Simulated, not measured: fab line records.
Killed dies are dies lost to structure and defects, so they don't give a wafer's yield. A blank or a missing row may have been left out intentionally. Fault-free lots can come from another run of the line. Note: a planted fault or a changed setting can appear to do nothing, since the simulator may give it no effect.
Chamber matching -- flow nandHarc -- NHARC_A_BLC_ALD_23 on aldMetal-03: 4 sister chambers
The step deposits TiN, target thk 3 nm, pulse time 1 s, ald cycles 150. 8 wafers are shown with their chamber, then 8 later ones without.

## WAFERS, EACH WITH ITS CHAMBER
wafer,chamber,heaterPowerW (W),precursorPulseHeightRel
L078.2,2,1022,0.991
L081.4,3,953,1.008
L081.5,1,982,1.016
L081.6,0,1121,1.011
L083.2,3,942,1.025
L083.3,0,1133,0.978
L083.5,1,963,1.022
L087.4,2,977,1.001

## WAFERS WHOSE CHAMBER IS MISSING
wafer,heaterPowerW (W),precursorPulseHeightRel
L087.5,1103,0.957
L087.6,1002,1.040
L089.1,959,0.983
L089.2,1141,0.989
L089.4,924,0.977
L091.2,933,0.980
L091.3,968,0.994
L091.6,1117,0.993

## EACH ONE'S CHAMBER
wafer,from the rows above,in truth
L087.5,0,0
L087.6,can't be placed: 1 or 2 or 3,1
L089.1,can't be placed: 2 or 3 or 1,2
L089.2,0,0
L089.4,can't be placed: 3 or 1 or 2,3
L091.2,can't be placed: 3 or 1 or 2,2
L091.3,can't be placed: 2 or 1 or 3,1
L091.6,0,0
Placed correctly: 3 of 8. From these rows, 5 cannot be placed; in 5 the true chamber is one of the candidates. Number placed wrongly: 0.
How it was worked out, from the rows above alone: a wafer's distance from a chamber is the root of the sum, over the readings, of the square of ((its reading less the chamber's mean) divided by the reading's scatter). The wafer belongs to the nearest chamber; if the next one is less than 2 further off, it can't be placed. Each chamber's mean is taken over the wafers shown for it. The scatter is the square root of a quotient: the sum, over the shown wafers, of each reading's squared deviation from its chamber's mean, divided by wafers minus chambers.
